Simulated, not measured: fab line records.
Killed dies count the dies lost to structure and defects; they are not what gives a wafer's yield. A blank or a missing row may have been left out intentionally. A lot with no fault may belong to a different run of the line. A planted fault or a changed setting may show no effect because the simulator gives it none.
What tool caused it? | flow n5-finfet | 10 lots, 25 wafers sampled, at 5 steps of a route of 1938

== WHAT THE GAUGES READ, wafer by wafer ==
N5_BEOL_M4_THK_MEAS_53: measures by xrf. Usual: M4_THK typically reads 39.4 nm, with standard deviation 1.3.
lot  | measured     | on            | M4_THK (nm)    | flag
L517 | day 8 09:42  | film-metro-02 | 39.1 39.5 36.3 |
L519 | day 9 10:53  | film-metro-02 | 40.9 37.8 38.5 |
L520 | day 9 07:20  | film-metro-01 | 40.4 39.0 41.6 |
L523 | day 9 14:05  | film-metro-02 | 39.1 39.6 39.3 |
L524 | day 9 18:56  | film-metro-01 | 41.0 38.7 38.1 |
L525 | day 9 22:30  | film-metro-01 | 41.6 40.1 41.2 |
L526 | day 10 17:35 | film-metro-02 | 40.5 39.0 40.0 |
L530 | day 11 23:04 | film-metro-01 | 40.2 39.6      |
L532 | day 12 04:01 | film-metro-02 | 39.2           |
L534 | day 12 16:48 | film-metro-02 | 39.1           |

N5_BEOL_M4_RC_MEAS_101. Usual: DIBL_N 36.3 mV/V, standard deviation 1; DIBL_P 36.2 mV/V, standard deviation 1.4; IOFF_N 0.157 nA/um, standard deviation 0.021; IOFF_P 0.206 nA/um, standard deviation 0.025; ION_N 673 uA/um, standard deviation 9; ION_P 461 uA/um, standard deviation 6.4; RC_DENSE_N 19.0 ohm.um, standard deviation 0.34; RC_DENSE_P 23.8 ohm.um, standard deviation 0.42; RC_N 15.48 ohm.um, standard deviation 0.28; RC_P 19.4 ohm.um, standard deviation 0.33; REXT_N 75.0 ohm.um, standard deviation 1.5; REXT_P 101.1 ohm.um, standard deviation 2.2; SS_N 71.5 mV/dec, standard deviation 0.5; SS_P 73.2 mV/dec, standard deviation 0.47; VT_N 249.9 mV, standard deviation 2.4; VT_P -250.6 mV, standard deviation 2.9.
lot  | measured     | on        | DIBL_N (mV/V)  | DIBL_P (mV/V)  | IOFF_N (nA/um)    | IOFF_P (nA/um)    | ION_N (uA/um) | ION_P (uA/um) | RC_DENSE_N (ohm.um) | RC_DENSE_P (ohm.um) | RC_N (ohm.um)     | RC_P (ohm.um)  | REXT_N (ohm.um) | REXT_P (ohm.um)   | SS_N (mV/dec)  | SS_P (mV/dec)  | VT_N (mV)         | VT_P (mV)            | flag
L517 | day 8 10:10  | prober-02 | 36.3 35.5 37.9 | 36.9 36.1 38.2 | 0.150 0.134 0.171 | 0.209 0.194 0.225 | 659 657 669   | 457 452 461   | 19.7 19.7 18.7      | 24.3 24.0 23.3      | 16.00 15.73 15.31 | 19.8 19.5 19.0 | 77.5 75.9 75.5  | 99.8 98.7 99.7    | 71.7 71.6 72.7 | 72.9 73.6 74.3 | 252.3 255.2 250.0 | -251.1 -251.2 -252.0 |
L519 | day 9 11:14  | prober-01 | 35.1 36.8 36.6 | 35.5 37.4 37.1 | 0.132 0.159 0.158 | 0.191 0.221 0.216 | 675 679 679   | 465 471 464   | 19.0 19.2 19.5      | 23.8 23.9 24.1      | 15.61 15.56 15.88 | 19.6 19.5 19.7 | 75.2 75.7 75.3  | 97.1 96.6 98.2    | 70.5 71.0 71.9 | 72.7 73.3 72.9 | 252.1 246.7 248.5 | -252.4 -248.8 -251.5 |
L520 | day 9 07:38  | prober-02 | 36.7 35.1 35.3 | 37.4 36.1 36.2 | 0.170 0.145 0.144 | 0.224 0.196 0.196 | 669 665 661   | 464 456 458   | 19.1 18.6 19.0      | 23.7 23.3 23.9      | 15.61 15.04 15.46 | 19.3 19.0 19.3 | 73.2 73.1 73.6  | 99.4 99.7 101.2   | 72.4 71.5 70.9 | 73.5 73.2 73.4 | 247.3 251.9 251.8 | -249.1 -252.0 -252.4 |
L523 | day 9 14:26  | prober-02 | 36.2 36.6 36.2 | 35.7 35.6 35.8 | 0.148 0.154 0.151 | 0.186 0.178 0.182 | 673 675 677   | 457 456 467   | 19.0 18.5 18.9      | 23.9 23.4 23.4      | 15.57 15.19 15.39 | 19.2 19.0 19.1 | 75.5 75.0 75.4  | 99.9 98.2 98.1    | 71.8 71.9 71.1 | 73.9 72.4 73.3 | 250.7 248.6 250.7 | -252.1 -251.9 -252.5 |
L524 | day 9 19:16  | prober-02 | 35.4 36.5 36.2 | 35.4 36.8 35.5 | 0.140 0.175 0.159 | 0.180 0.203 0.186 | 663 685 661   | 451 465 450   | 18.8 19.1 19.0      | 23.4 24.0 24.0      | 15.16 15.59 15.68 | 19.3 19.5 19.7 | 72.9 72.3 73.7  | 98.1 97.7 98.6    | 70.8 72.0 71.9 | 73.5 73.5 73.4 | 252.7 246.5 250.9 | -250.7 -250.9 -254.0 |
L525 | day 9 23:08  | prober-02 | 35.7 37.5 35.7 | 34.6 36.7 34.4 | 0.132 0.153 0.135 | 0.177 0.205 0.174 | 668 664 659   | 458 458 456   | 19.3 19.3 19.4      | 24.2 23.9 24.1      | 15.76 15.60 15.60 | 19.6 19.4 19.7 | 77.0 77.7 76.9  | 99.1 100.4 101.0  | 71.7 71.8 71.9 | 72.9 73.6 72.6 | 250.7 251.9 251.5 | -251.9 -251.3 -251.5 |
L526 | day 10 18:02 | prober-01 | 36.5 35.9 35.5 | 35.9 35.9 35.2 | 0.161 0.152 0.155 | 0.207 0.208 0.199 | 675 670 674   | 461 465 469   | 18.7 18.6 18.7      | 23.4 23.4 23.4      | 15.15 15.09 15.15 | 19.0 19.0 19.1 | 75.4 74.4 75.1  | 102.9 102.1 103.9 | 71.6 71.8 71.9 | 72.9 72.8 72.5 | 248.3 250.5 249.1 | -252.3 -248.5 -248.3 |
L530 | day 11 23:32 | prober-02 | 35.6 37.0      | 35.0 35.2      | 0.139 0.150       | 0.220 0.224       | 666 671       | 466 462       | 19.4 18.6           | 23.8 23.0           | 15.49 15.09       | 19.4 18.8      | 73.7 72.6       | 98.3 99.0         | 71.5 71.8      | 72.8 73.1      | 251.5 250.7       | -247.1 -247.0        |
L532 | day 12 04:57 | prober-02 | 36.8           | 37.1           | 0.173             | 0.206             | 649           | 446           | 31.5                | 39.4                | 25.63             | 32.1           | 85.3            | 116.5             | 71.6           | 72.8           | 250.0             | -251.5               | OFF
L534 | day 12 17:44 | prober-02 | 35.9           | 34.6           | 0.132             | 0.162             | 646           | 447           | 29.8                | 37.2                | 24.28             | 30.5           | 86.9            | 110.0             | 72.1           | 72.3           | 252.5             | -255.7               | OFF

== WHAT TOOL EACH LOT RAN ON (gives the tool, then ch and the chambers of the sampled wafers, and finally the start) ==
lot  | N5_MOL_CONTACT_COAG_CONTACT_ETCH_14 | N5_BEOL_M4_SPUTTER_79        | N5_BEOL_M4_ANNEAL_82
L517 | rie-diel-02 ch 1,3, day 5 03:45     | pvd-sputter-01, day 8 07:22  | pvd-sputter-01, day 8 07:40
L519 | rie-diel-04 ch 0,2,3, day 5 21:22   | pvd-sputter-01, day 9 08:24  | pvd-sputter-01, day 9 08:42
L520 | rie-diel-06 ch 0,1, day 5 23:51     | pvd-sputter-01, day 9 04:36  | pvd-sputter-01, day 9 04:54
L523 | rie-diel-04 ch 0,1, day 6 15:59     | pvd-sputter-02, day 9 11:45  | pvd-sputter-02, day 9 12:03
L524 | rie-diel-04 ch 0,1,2, day 6 19:27   | pvd-sputter-01, day 9 16:36  | pvd-sputter-01, day 9 16:54
L525 | rie-diel-04 ch 1,3, day 7 04:00     | pvd-sputter-01, day 9 20:10  | pvd-sputter-01, day 9 20:28
L526 | rie-diel-02 ch 0,1, day 7 14:03     | pvd-sputter-02, day 10 15:15 | pvd-sputter-02, day 10 15:33
L530 | rie-diel-04 ch 1,2, day 8 08:09     | pvd-sputter-01, day 11 20:07 | pvd-sputter-01, day 11 20:25
L532 | rie-diel-04 ch 3, day 8 22:14       | pvd-sputter-03, day 12 01:44 | pvd-sputter-03, day 12 02:04
L534 | rie-diel-04 ch 3, day 9 10:58       | pvd-sputter-03, day 12 14:29 | pvd-sputter-03, day 12 14:49
- N5_MOL_CONTACT_COAG_CONTACT_ETCH_14: etches SiO2 in C4F6/O2, target depth 27.5 nm, overetch 8.5 nm, time 20 s.
- N5_BEOL_M4_SPUTTER_79: material Cu, target thk 4.5 nm, time 8.29 s.
- N5_BEOL_M4_ANNEAL_82: time 240 s.

== WHAT THE TOOLS THEMSELVES READ (means of the sampled wafers that have a number; where no wafer has one, the mark that the record gives instead) ==
N5_MOL_CONTACT_COAG_CONTACT_ETCH_14. Usual: O2_flow_sccm 10.00 sccm, standard deviation 0.034; drypump-motor-current-A 5.8 A, standard deviation 0.56; oes-product-au 0.67 a.u., standard deviation 0.065; rf-vpp-V 693 V, standard deviation 3.1; showerhead-plenum-p-Torr 2.88 Torr, standard deviation 0.087; throttle-valve-pct 21.29 %, standard deviation 0.27.
lot  | tool        | O2_flow_sccm (sccm) | drypump-motor-current-A (A) | oes-product-au (a.u.) | rf-vpp-V (V) | showerhead-plenum-p-Torr (Torr) | throttle-valve-pct (%) | flag
L517 | rie-diel-02 | 10.04               | 5.2                         | 0.60                  | 693          | 2.90                            | 21.61                  |
L519 | rie-diel-04 | 9.99                | 6.1                         | 0.69                  | 693          | 2.91                            | 21.27                  |
L520 | rie-diel-06 | 9.96                | 6.4                         | 0.68                  | 692          | 2.85                            | 21.10                  |
L523 | rie-diel-04 | 10.01               | 6.1                         | 0.58                  | 691          | 2.84                            | 21.47                  |
L524 | rie-diel-04 | 10.01               | 6.1                         | 0.63                  | 691          | 2.83                            | 21.41                  |
L525 | rie-diel-04 | 10.01               | 6.0                         | 0.63                  | 694          | 2.90                            | 21.36                  |
L526 | rie-diel-02 | 10.01               | 5.3                         | 0.70                  | 693          | 2.87                            | 21.00                  |
L530 | rie-diel-04 | 9.96                | 5.9                         | 0.76                  | 690          | 2.81                            | 21.23                  |
L532 | rie-diel-04 | 10.02               | 6.0                         | 0.71                  | 699          | 3.03                            | 21.13                  |
L534 | rie-diel-04 | 9.96                | 6.0                         | 0.70                  | 697          | 3.03                            | 21.14                  |

N5_BEOL_M4_SPUTTER_79. Usual: throttle-valve-pct reads 29.8 % (standard deviation 1.3).
lot  | tool           | throttle-valve-pct (%) | flag
L517 | pvd-sputter-01 | 30.6                   |
L519 | pvd-sputter-01 | 30.1                   |
L520 | pvd-sputter-01 | 30.2                   |
L523 | pvd-sputter-02 | 28.4                   |
L524 | pvd-sputter-01 | 30.3                   |
L525 | pvd-sputter-01 | 29.5                   |
L526 | pvd-sputter-02 | 29.4                   |
L530 | pvd-sputter-01 | 29.9                   |
L532 | pvd-sputter-03 | 30.1                   |
L534 | pvd-sputter-03 | 27.9                   |

N5_BEOL_M4_ANNEAL_82. Usual: heater-power-w reads 848 W (standard deviation 86).
lot  | tool           | heater-power-w (W) | flag
L517 | pvd-sputter-01 | 892                |
L519 | pvd-sputter-01 | 884                |
L520 | pvd-sputter-01 | 859                |
L523 | pvd-sputter-02 | 845                |
L524 | pvd-sputter-01 | 889                |
L525 | pvd-sputter-01 | 841                |
L526 | pvd-sputter-02 | 805                |
L530 | pvd-sputter-01 | 817                |
L532 | pvd-sputter-03 | 979                |
L534 | pvd-sputter-03 | 776                |

== THE ANSWER, worked out from the rows above alone ==
Rule: take the mean of a lot's wafers that have a number; if it is more than 3 standard deviations from the usual mean, the lot is off. A lot without any number at a reading at which 4 lots or more have one is off too. Any other lot the step has rows for is counted as sound. After the gauges, taken in route order, come the tools' own readings; for these a lot's mean is taken, as printed above. The first step at which some lot is off is used, and at that step the reading that is off furthest; a lot without a number counts as furthest.
Off: at N5_BEOL_M4_RC_MEAS_101 (RC_P), L532, L534.
If a tool, at a process step before that reading, ran all the lots that are off and no sound lot after the first of them, it fits. The gauges at N5_BEOL_M4_RC_MEAS_101 are tried like those tools. Can't be told from this: 3 tools fit, rie-diel-04 at N5_MOL_CONTACT_COAG_CONTACT_ETCH_14, pvd-sputter-03 at N5_BEOL_M4_SPUTTER_79 and N5_BEOL_M4_ANNEAL_82, prober-02 at N5_BEOL_M4_RC_MEAS_101.

== WHAT HAD BEEN PUT IN BY THE SIMULATOR ==
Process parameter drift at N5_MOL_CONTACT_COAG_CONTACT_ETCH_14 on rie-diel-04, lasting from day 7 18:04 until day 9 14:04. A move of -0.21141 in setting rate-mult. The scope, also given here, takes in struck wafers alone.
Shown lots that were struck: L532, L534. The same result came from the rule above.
